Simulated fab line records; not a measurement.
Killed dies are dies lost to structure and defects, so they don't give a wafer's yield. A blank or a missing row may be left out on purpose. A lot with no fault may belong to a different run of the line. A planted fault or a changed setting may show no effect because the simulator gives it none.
fab line records | flow nandHarc
record: lots: 6 wafers: 18 lastDay: 21
route steps=1159 shown A_STAIRCASE@736 A_SGD_CUT@747 END@1159
lots that met no fault: taken from a fault-free run of the same line
startH: hours from the record's opening day to when the first of the lot's shown wafers began | waitH: hours since the lot's step before | " the same as in the row above | L1.1+2: a row that stands for several wafers | - no value, or no start given | * or withheld: withheld | < > ~ a bound
route shown NAME@n: NAME is a module with steps in the file, n the number in the route of the first one | usual: mean and standard deviation over wafers with no fault | same: alike in all rows | chamber/n: place in a boat | sites: the reading at each site | _std_site: how widely they spread, as a standard deviation | _edge_site: inner sites' mean taken away from outer sites' mean | radiusMm: for every site, how far away it sits from the centre of the wafer | mask NAME#n: copy n | behind: the last tool/chamber to shape the wafer | hold: what put the lot on hold/how long, in hours/how the hold closed | device: the transistor (n, p or np) that didn't switch | end of line: tests of these same wafers at the route's end | a step with no rows: only its recipe | killed: dies that structure and defects cost at the first sort, which is not the same as the wafer's yield | map: shows each die of a wafer: x if killed, . if not, _ if none is there
set.NAME: the setting that was run; set.NAME@STEP: the one run at that earlier step | model.NAME: the simulator's own value behind a step, which no gauge read
certain route steps with their lots: each step a table, each wafer a row
services: when a tool's chamber went out of use (startH, in hours from the record's first day, below 0 if earlier), for how many hours, and the reason
== steps ==
step: NHARC_A_STAIRCASE_SRD_154
step: NHARC_A_STAIRCASE_ETCH_403
recipe: targetDepthA: 1082 chemistry: dHF material: SiO2
step: NHARC_A_STAIRCASE_ETCHBACK_422
recipe: targetDepthA: 400 overEtchFrac: 0.3 timeS: 74.286 ionEnergyEv: 120 ch3fFlowSccm: 50 o2FlowSccm: 30 arFlowSccm: 200 rfW: 500 biasW: 100 chemistry: CH3F/O2
usual: drypumpMotorCurrentA: 5.7/0.45 oesProductAu: 0.96/0.038 rfVppV: 243.9/2 showerheadPlenumPTorr: 2.44/0.13 throttleValvePct: 20.663/0.0087
columns lot.wafer tool chamber startH waitH drypumpMotorCurrentA oesProductAu rfHoursCounterH rfVppV showerheadPlenumPTorr throttleValvePct
L464.2 rieDiel-02 0 301.65 0.1 6.2 0.95 55 242.4 2.29 20.663
L464.6 " 3 " " 5.2 0.98 - 242.3 2.32 20.652
L464.5 " 0 " " 6.2 0.96 - 243.3 2.29 20.667
L463.3 rieDiel-02 3 301.89 0.1 5.2 0.94 51 242.0 2.32 20.666
L463.4 " 1 " " 6.3 0.91 55 241.1 2.35 20.667
L463.2 " 2 " " 5.8 0.90 51 241.8 2.27 20.671
L466.2 rieDiel-04 3 319.69 0.1 5.6 0.98 6 244.4 2.48 20.676
L466.3 " 0 " " 5.0 0.99 8 246.8 2.58 20.653
L466.4 " 1 " " 5.9 1.01 9 243.9 2.49 20.656
L468.4 rieDiel-01 1 341.93 0.1 5.3 1.00 8 247.9 2.63 20.683
L468.5 " 1 " " 5.3 0.98 - 246.3 2.63 20.674
L468.6 " 2 " " 6.2 1.02 - 245.3 2.50 20.676
L469.3 rieDiel-04 2 342.10 0.1 5.4 1.01 19 242.8 2.41 20.654
L469.4 " 3 " " 5.6 0.99 18 244.7 2.48 20.653
L469.1 " 1 " " 6.0 1.01 21 244.1 2.48 20.681
L471.4 rieDiel-02 3 355.06 0.1 5.2 1.02 7 242.4 2.31 20.662
L471.2 " 1 " " 6.3 1.00 7 242.3 2.34 20.669
L471.6 " 3 " " 5.2 1.04 - 244.0 2.31 20.666
step: NHARC_A_STAIRCASE_ETCH_423
recipe: targetDepthA: 300 chemistry: dHF material: SiO2
step: NHARC_A_STAIRCASE_ETCHBACK_157
recipe: targetDepthA: 900 overEtchFrac: 0.3 timeS: 167.14 ionEnergyEv: 120 ch3fFlowSccm: 50 o2FlowSccm: 30 arFlowSccm: 200 rfW: 500 biasW: 100 chemistry: CH3F/O2
step: NHARC_A_STAIRCASE_STRIP_475
recipe: timeS: 20 o2FlowSccm: 500 arFlowSccm: 0 biasW: 0 chemistry: O2
step: NHARC_A_STAIRCASE_DEP_471
recipe: targetThkA: 1000 tempC: 400 pressureTorr: 6.5 rfW: 900 teosFlowSccm: 161.4 flowSccm: 2650 targetThkNm: 100 gas: O2 material: SiO2
step: NHARC_A_STAIRCASE_CMP_472
recipe: material: SiO2
usual: motorCurrentA: 12.2/1.3
columns lot.wafer tool chamber startH waitH motorCurrentA
L464.2 cmp-01 3 302.57 0.2 13.1
L464.6 " 2 " " 9.4
L464.5 " 3 " " 13.5
L463.3 cmp-01 2 302.99 0.2 9.3
L463.4 " 0 " " 10.7
L463.2 " 1 " " 12.4
L466.2 cmp-02 0 320.60 0.2 9.6
L466.3 " 2 " " 11.8
L466.4 " 3 " " 12.3
L468.4 cmp-02 2 343.15 0.2 12.5
L468.6 " 0 " " 10.5
L468.5 " 1 " " 13.7
L469.3 cmp-03 0 343.65 0.2 12.6
L469.4 " 2 " " 12.8
L469.1 " 3 " " 12.9
L471.4 cmp-01 0 356.07 0.1 10.8
L471.2 " 3 " " 13.1
L471.6 " 1 " " 13.9
step: NHARC_A_STAIRCASE_SRD_474
step: NHARC_A_STAIRCASE_INSPECT_155
usual: rawDefectCount: 318/100
columns lot.wafer tool chamber startH waitH rawDefectCount
L464.2 defectInspect-01 - 302.89 0.1 209
L464.5 " - " " 182
L464.6 " - " " 213
L463.2 defectInspect-01 - 303.34 0.1 479
L463.3 " - " " 338
L463.4 " - " " 602
L466.2 defectInspect-02 - 320.94 0.1 218
L466.3 " - " " 383
L466.4 " - " " 324
L468.4 defectInspect-01 - 343.44 0.1 258
L468.5 " - " " 216
L468.6 " - " " 234
L469.1 defectInspect-02 - 343.99 0.1 499
L469.3 " - " " 300
L469.4 " - " " 210
L471.2 defectInspect-01 - 356.41 0.1 335
L471.4 " - " " 355
L471.6 " - " " 592
step: NHARC_A_SGD_CUT_DEP_00
recipe: targetThkA: 500 tempC: 400 targetThkNm: 50 flowSccm: 200 rfW: 450 material: SiNx
usual: heaterPowerW: 691/80
columns lot.wafer tool chamber startH waitH heaterPowerW sinceWetCleanH
L464.2 pecvd-02 1 303.04 0.2 754 137
L464.6 " 0 " " 552 -
L464.5 " 2 " " 825 -
L463.2 pecvd-02 0 303.41 0.1 654 137
L463.3 " 2 " " 773 137
L463.4 " 0 " " 643 -
L466.3 pecvd-04 1 321.01 0.1 849 113
L466.2 " 0 " " 621 113
L466.4 " 1 " " 852 -
L468.5 pecvd-04 1 344.21 0.8 790 -
L468.6 " 2 " " 621 -
L468.4 " 0 " " 662 -
L469.1 pecvd-03 0 344.31 0.3 671 39
L469.3 " 1 " " 842 39
L469.4 " 0 " " 647 -
L471.2 pecvd-04 0 356.53 0.1 610 148
L471.4 " 1 " " 815 -
L471.6 " 2 " " 664 -
step: NHARC_A_SGD_CUT_DEHYDRATE_01
recipe: tempC: 150 timeS: 120
step: NHARC_A_SGD_CUT_HMDS_02
recipe: timeS: 30
step: NHARC_A_SGD_CUT_COAT_56
recipe: tempC: 260 timeS: 75
step: NHARC_A_SGD_CUT_COAT_57
recipe: tempC: 225 timeS: 65
step: NHARC_A_SGD_CUT_COAT_03
recipe: spinRpm: 1500 resistThkNm: 90
step: NHARC_A_SGD_CUT_SOFTBAKE_04
recipe: tempC: 105 timeS: 55
step: NHARC_A_SGD_CUT_EBR_05
step: NHARC_A_SGD_CUT_EXPOSE_06
recipe: na: 1.35 doseMj: 85.59 maskId: SGD
step: NHARC_A_SGD_CUT_PEB_07
recipe: pebTempC: 100 pebTimeS: 65
step: NHARC_A_SGD_CUT_DEVELOP_08
recipe: developTimeS: 35 devTempC: 23
step: NHARC_A_SGD_CUT_CD_MEAS_09
recipe: targetCdNm: 100 landingEnergyEv: 500
usual: cdNm: 100.4/0.7
columns lot.wafer tool chamber startH waitH cdNm
L464.2 cdSem-01 0 303.74 - 100.4
L464.5 " 0 " " 100.8
L464.6 " 0 " " 100.7
L463.2 cdSem-01 0 304.13 - 99.9
L463.3 " 0 " " 101.8
L463.4 " 0 " " 99.1
L466.2 cdSem-03 0 321.73 - 99.3
L466.3 " 0 " " 100.0
L466.4 " 0 " " 100.6
L468.4 cdSem-02 0 344.85 - 100.2
L468.5 " 0 " " 100.9
L468.6 " 0 " " 99.5
L469.1 cdSem-03 0 345.01 - 101.2
L469.3 " 0 " " 101.9
L469.4 " 0 " " 100.5
L471.2 cdSem-01 0 357.20 - 101.7
L471.4 " 0 " " 100.4
L471.6 " 0 " " 101.4
step: NHARC_A_SGD_CUT_OVL_MEAS_10
usual: overlayXNm: 0.0/0.74 overlayYNm: 0.2/0.89
columns lot.wafer tool chamber startH waitH overlayXNm overlayYNm
L464.2 overlay-02 - 303.82 - -0.3 -0.7
L464.5 " - " " 0.1 -0.4
L464.6 " - " " 0.2 -0.8
L463.2 overlay-02 - 304.22 - -0.5 -1.6
L463.3 " - " " -0.3 -1.8
L463.4 " - " " -0.1 -1.7
L466.2 overlay-01 - 321.82 - -0.5 -0.4
L466.3 " - " " -0.1 -0.2
L466.4 " - " " -0.5 -0.4
L468.4 overlay-01 - 344.94 - -1.6 0.3
L468.5 " - " " -2.1 0.7
L468.6 " - " " -1.6 0.6
L469.1 overlay-02 - 345.10 - -0.8 0.8
L469.3 " - " " -0.9 0.8
L469.4 " - " " -1.1 0.3
L471.2 overlay-01 - 357.29 - 0.3 0.8
L471.4 " - " " 0.3 0.5
L471.6 " - " " -0.4 1.1
step: NHARC_A_SGD_CUT_INSPECT_11
usual: rawDefectCount: 17/9.2
columns lot.wafer tool chamber startH waitH rawDefectCount
L464.2 defectInspect-01 - 303.86 0.0 19
L464.5 " - " " 14
L464.6 " - " " 18
L463.2 defectInspect-01 - 304.25 0.0 4
L463.3 " - " " 7
L463.4 " - " " 5
L466.2 defectInspect-02 - 321.86 0.0 7
L466.3 " - " " 5
L466.4 " - " " 13
L468.4 defectInspect-01 - 344.97 0.0 14
L468.5 " - " " 9
L468.6 " - " " 12
L469.1 defectInspect-02 - 345.14 0.0 20
L469.3 " - " " 28
L469.4 " - " " 21
L471.2 defectInspect-02 - 357.32 0.0 19
L471.4 " - " " 27
L471.6 " - " " 39
step: NHARC_A_SGD_CUT_DESCUM_14
recipe: timeS: 3 o2FlowSccm: 200 arFlowSccm: 0 biasPowerW: 0 chemistry: O2
step: NHARC_A_SGD_CUT_ETCH_58
recipe: targetDepthA: 390 overEtchFrac: 0.3 timeS: 65 ionEnergyEv: 80 cf4FlowSccm: 150 arFlowSccm: 0 rfW: 300 biasW: 100 chemistry: CF4
step: NHARC_A_SGD_CUT_ETCH_59
recipe: targetDepthA: 2600 overEtchFrac: 0.25 timeS: 406.25 ionEnergyEv: 200 n2FlowSccm: 150 h2FlowSccm: 150 arFlowSccm: 0 rfW: 400 biasW: 150 chemistry: N2/H2
step: NHARC_A_SGD_CUT_ETCH_15
recipe: targetDepthA: 750 timeS: 64.3 ch3fFlowSccm: 50 o2FlowSccm: 30 arFlowSccm: 200 rfW: 500 biasW: 100 chemistry: CH3F/O2
step: NHARC_A_SGD_CUT_ETCH_16
recipe: targetDepthA: 3105 timeS: 155.2 c4f8FlowSccm: withheld o2FlowSccm: 8 arFlowSccm: withheld rfW: 600 biasW: 800 chemistry: C4F8/O2/Ar
usual: oesProductAu: 0.975/0.016 rfVppV: 724/4.8
columns lot.wafer tool chamber startH waitH oesProductAu rfHoursCounterH rfVppV
L464.2 rieDiel-06 3 - - 0.972 6 722
L464.5 " 1 " " 0.969 - 716
L464.6 " 2 " " 0.981 - 728
L463.2 rieDiel-07 2 - - 0.989 4 721
L463.3 " 3 " " 0.970 4 719
L463.4 " 0 " " 1.011 4 729
L466.2 rieDiel-07 3 - - 0.979 6 719
L466.4 " 0 " " 0.977 6 728
L466.3 " 1 " " 0.977 5 728
L468.4 rieDiel-07 1 - - 0.997 7 729
L468.5 " 0 " " 1.003 - 728
L468.6 " 1 " " 0.993 - 729
L469.3 rieDiel-08 0 - - 0.973 3 718
L469.1 " 3 " " 0.952 3 726
L469.4 " 0 " " 0.968 - 720
L471.2 rieDiel-08 3 - - 0.976 6 724
L471.4 " 1 " " 0.961 4 720
L471.6 " 2 " " 0.975 - 728
step: NHARC_A_SGD_CUT_STRIP_60
recipe: c4f8FlowSccm: withheld o2FlowSccm: 8 arFlowSccm: withheld biasW: 0 chemistry: C4F8/O2/Ar
step: NHARC_A_SGD_CUT_STRIP_17
recipe: o2FlowSccm: 500 arFlowSccm: 0 biasW: 0 chemistry: O2
step: NHARC_A_SGD_CUT_PRECLEAN_18
recipe: timeS: * tempC: 50 bathAgeMin: 0 chemistry: SC1
step: NHARC_A_SGD_CUT_SRD_19
step: NHARC_A_SGD_CUT_DEP_20
recipe: targetThkA: 1500 tempC: 65 material: SiO2
step: NHARC_A_SGD_CUT_ANNEAL_27
recipe: tempC: 450 timeS: 1800
step: NHARC_A_SGD_CUT_CMP_21
recipe: targetThkNm: 148.19
usual: motorCurrentA: 12.4/0.91 timeToEndpointS: 49/3.1
columns lot.wafer tool chamber startH waitH motorCurrentA timeToEndpointS
L463.3 cmp-02 1 313.01 0.4 13.7 47
L463.4 " 3 " " 12.2 52
L463.2 " 0 " " 10.3 45
L464.2 cmp-03 2 313.04 0.4 11.9 53
L464.5 " 1 " " 12.5 52
L464.6 " 2 " " 12.1 50
L466.2 cmp-03 3 327.36 0.4 12.7 47
L466.4 " 1 " " 12.1 52
L466.3 " 2 " " 12.4 48
L469.1 cmp-02 2 350.55 0.4 11.6 49
L469.4 " 3 " " 12.3 54
L469.3 " 1 " " 13.4 45
L468.4 cmp-03 2 350.55 0.4 13.0 51
L468.5 " 2 " " 12.2 52
L468.6 " 3 " " 12.3 49
L471.2 cmp-03 0 362.96 0.4 12.3 50
L471.4 " 2 " " 12.4 50
L471.6 " 0 " " 12.3 50
step: NHARC_A_SGD_CUT_SRD_23
step: NHARC_A_SGD_CUT_ETCH_26
recipe: targetDepthA: 458 chemistry: dHF material: SiO2
step: NHARC_A_SGD_CUT_ETCHBACK_24
recipe: targetDepthA: 500 overEtchFrac: 0.3 timeS: 92.857 ionEnergyEv: 120 ch3fFlowSccm: 50 o2FlowSccm: 30 arFlowSccm: 200 rfW: 500 biasW: 100 chemistry: CH3F/O2
usual: drypumpMotorCurrentA: 5.7/0.57 oesProductAu: 0.97/0.035 rfVppV: 244.5/1.8 showerheadPlenumPTorr: 2.47/0.12 throttleValvePct: 20.662/0.0089
columns lot.wafer tool chamber startH waitH drypumpMotorCurrentA oesProductAu rfHoursCounterH rfVppV showerheadPlenumPTorr throttleValvePct
L463.2 rieDiel-06 2 313.50 0.1 6.0 1.01 6 247.0 2.61 20.668
L463.4 " 0 " " 4.9 0.99 6 247.1 2.61 20.661
L463.3 " 1 " " 6.6 0.99 7 241.6 2.31 20.658
L464.2 rieDiel-08 3 313.53 0.2 5.7 0.99 0 246.3 2.50 20.670
L464.5 " 1 " " 5.4 1.00 - 243.0 2.33 20.655
L464.6 " 2 " " 6.1 0.99 - 246.0 2.59 20.657
L466.3 rieDiel-06 1 327.85 0.2 6.6 0.96 9 243.0 2.31 20.663
L466.4 " 2 " " 6.0 1.00 8 246.1 2.61 20.641
L466.2 " 3 " " 5.1 0.97 8 243.6 2.43 20.681
L469.1 rieDiel-06 2 351.04 0.1 5.9 1.02 10 247.0 2.61 20.669
L469.4 " 3 " " 5.1 0.99 10 244.0 2.42 20.664
L469.3 " 0 " " 4.9 1.00 10 247.2 2.61 20.663
L468.4 rieDiel-08 3 351.09 0.2 5.7 1.00 - 243.7 2.50 20.648
L468.5 " 0 " " 5.5 1.02 - 242.5 2.36 20.674
L468.6 " 2 " " 6.1 1.00 - 246.0 2.59 20.662
L471.2 rieDiel-08 0 363.43 0.1 5.5 0.93 6 243.3 2.36 20.669
L471.4 " 2 " " 6.1 0.92 7 246.7 2.59 20.670
L471.6 " 3 " " 5.7 0.93 - 245.4 2.50 20.668
step: NHARC_END_SORT_01
recipe: tempC: 25
usual: killedAtArray: 31/11 killedAtOther: 0.5/0.78 killedAtPeriphery: 3.0/2 killedDies: 34/12 killedOpen: 3.2/2 killedShort: 1.9/1.6
same: grossDies: 677
columns lot.wafer tool chamber startH waitH killedAtArray killedAtOther killedAtPeriphery killedDies killedOpen killedShort
L468.4 prober-02 0 483.86 3.4 673 0 4 677 3 3
L471.2 prober-02 0 497.89 2.8 673 0 4 677 4 2
killed by level:class
L468.4 A_SGD_CUT:areaDep=639 A_SLIT:chamberFilmFlake=14 A_STAIRCASE:chamberFilmFlake=7 A_CHANNEL_HOLE_D1:chamberFilmFlake=4 P_ZERO_WELL:chamberFilmFlake=3 A_CONTACT:geometricParticle:open=2 A_CHANNEL_HOLE_D1:geometricParticle:short=1 A_SGD_CUT:geometricParticle:short=1
L471.2 A_SGD_CUT:areaDep=640 A_SLIT:chamberFilmFlake=12 A_CHANNEL_HOLE_D1:chamberFilmFlake=9 A_STAIRCASE:chamberFilmFlake=4 P_ZERO_WELL:chamberFilmFlake=3 A_CONTACT:chamberFilmFlake=3 P_CONTACT:geometricParticle:short=1 A_SOURCE_PLATE:geometricParticle:open=1
map L468.4 (x killed, . not)
____________x____________
_________xxxxxxx_________
_______xxxxxxxxxxx_______
______xxxxxxxxxxxxx______
_____xxxxxxxxxxxxxxx_____
____xxxxxxxxxxxxxxxxx____
____xxxxxxxxxxxxxxxxx____
___xxxxxxxxxxxxxxxxxxx___
___xxxxxxxxxxxxxxxxxxx___
__xxxxxxxxxxxxxxxxxxxxx__
__xxxxxxxxxxxxxxxxxxxxx__
_xxxxxxxxxxxxxxxxxxxxxxx_
_xxxxxxxxxxxxxxxxxxxxxxx_
_xxxxxxxxxxxxxxxxxxxxxxx_
_xxxxxxxxxxxxxxxxxxxxxxx_
_xxxxxxxxxxxxxxxxxxxxxxx_
xxxxxxxxxxxxxxxxxxxxxxxxx
xxxxxxxxxxxxxxxxxxxxxxxxx
xxxxxxxxxxxxxxxxxxxxxxxxx
xxxxxxxxxxxxxxxxxxxxxxxxx
xxxxxxxxxxxxxxxxxxxxxxxxx
_xxxxxxxxxxxxxxxxxxxxxxx_
_xxxxxxxxxxxxxxxxxxxxxxx_
_xxxxxxxxxxxxxxxxxxxxxxx_
_xxxxxxxxxxxxxxxxxxxxxxx_
_xxxxxxxxxxxxxxxxxxxxxxx_
__xxxxxxxxxxxxxxxxxxxxx__
__xxxxxxxxxxxxxxxxxxxxx__
___xxxxxxxxxxxxxxxxxxx___
___xxxxxxxxxxxxxxxxxxx___
____xxxxxxxxxxxxxxxxx____
____xxxxxxxxxxxxxxxxx____
_____xxxxxxxxxxxxxxx_____
______xxxxxxxxxxxxx______
_______xxxxxxxxxxx_______
_________xxxxxxx_________
____________x____________
map L471.2 (x killed, . not)
____________x____________
_________xxxxxxx_________
_______xxxxxxxxxxx_______
______xxxxxxxxxxxxx______
_____xxxxxxxxxxxxxxx_____
____xxxxxxxxxxxxxxxxx____
____xxxxxxxxxxxxxxxxx____
___xxxxxxxxxxxxxxxxxxx___
___xxxxxxxxxxxxxxxxxxx___
__xxxxxxxxxxxxxxxxxxxxx__
__xxxxxxxxxxxxxxxxxxxxx__
_xxxxxxxxxxxxxxxxxxxxxxx_
_xxxxxxxxxxxxxxxxxxxxxxx_
_xxxxxxxxxxxxxxxxxxxxxxx_
_xxxxxxxxxxxxxxxxxxxxxxx_
_xxxxxxxxxxxxxxxxxxxxxxx_
xxxxxxxxxxxxxxxxxxxxxxxxx
xxxxxxxxxxxxxxxxxxxxxxxxx
xxxxxxxxxxxxxxxxxxxxxxxxx
xxxxxxxxxxxxxxxxxxxxxxxxx
xxxxxxxxxxxxxxxxxxxxxxxxx
_xxxxxxxxxxxxxxxxxxxxxxx_
_xxxxxxxxxxxxxxxxxxxxxxx_
_xxxxxxxxxxxxxxxxxxxxxxx_
_xxxxxxxxxxxxxxxxxxxxxxx_
_xxxxxxxxxxxxxxxxxxxxxxx_
__xxxxxxxxxxxxxxxxxxxxx__
__xxxxxxxxxxxxxxxxxxxxx__
___xxxxxxxxxxxxxxxxxxx___
___xxxxxxxxxxxxxxxxxxx___
____xxxxxxxxxxxxxxxxx____
____xxxxxxxxxxxxxxxxx____
_____xxxxxxxxxxxxxxx_____
______xxxxxxxxxxxxx______
_______xxxxxxxxxxx_______
_________xxxxxxx_________
____________x____________
== services ==
columns tool chamber startH hours kind
rieDiel-08 0 280.87 - clean
rieDiel-08 1 280.87 - clean
rieDiel-08 2 280.87 - clean
cmp-01 - 284.93 3.4 repair
cmp-02 - 286.78 0.8 repair
rieDiel-04 - 288.97 9.0 pm
pecvd-03 - 292.61 13.0 pm
cmp-03 - 296.32 3.3 repair
cmp-02 - 296.91 1.6 repair
rieDiel-08 1 300.38 1.5 repair
rieDiel-08 - 301.87 9.0 pm
cmp-03 - 307.59 4.0 pm
rieDiel-02 0 310.33 8.5 repair
cmp-03 - 313.84 3.7 repair
rieDiel-01 - 314.81 9.0 pm
rieDiel-01 2 323.83 8.6 repair
cmp-02 - 324.62 4.0 pm
rieDiel-02 - 327.70 9.0 pm
pecvd-02 - 334.55 13.0 pm
rieDiel-08 1 338.70 13.1 repair
cmp-03 - 343.86 3.5 repair
cmp-03 - 351.42 2.3 repair
rieDiel-02 3 355.46 16.0 repair
pecvd-04 2 358.48 14.3 repair
== key ==
firstSign: step: NHARC_END_SORT_01 reading: killedAtArray direction: up sigmas: 58 usual: 31 struck: 673
effect: step: NHARC_END_SORT_01 reading: killedDies direction: up sigmas: 56 usual: 34 struck: 677
moreKillsBornAt: NHARC_A_SGD_CUT_DEP_00@pecvd-04: 1279
metAt NHARC_A_SGD_CUT_DEP_00
struckWafers L468.4,L471.2
laterRowsLeftOut L468.4,L471.2
testerLeftOut L468,L471
onsetBetween 321.01 344.21
fault: kind: processParameterDrift tool: pecvd-04 chamber: 0 onsetH: 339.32 steps: NHARC_A_SGD_CUT_DEP_00 channel: targetThkA offset: * shape: step endH: 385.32 actsIn: * stated: *
testerLeftOut: of these lots the tester's yield and bins aren't shown, on N5 and GAA mostly nor the transistor test; their killed dies are dies lost to structure and defects alone, not to doping, threshold or leakage, so they don't give the yield
laterRowsLeftOut: the simulator's readings of these wafers behind a module that went badly wrong aren't trusted and aren't shown, but for the sort
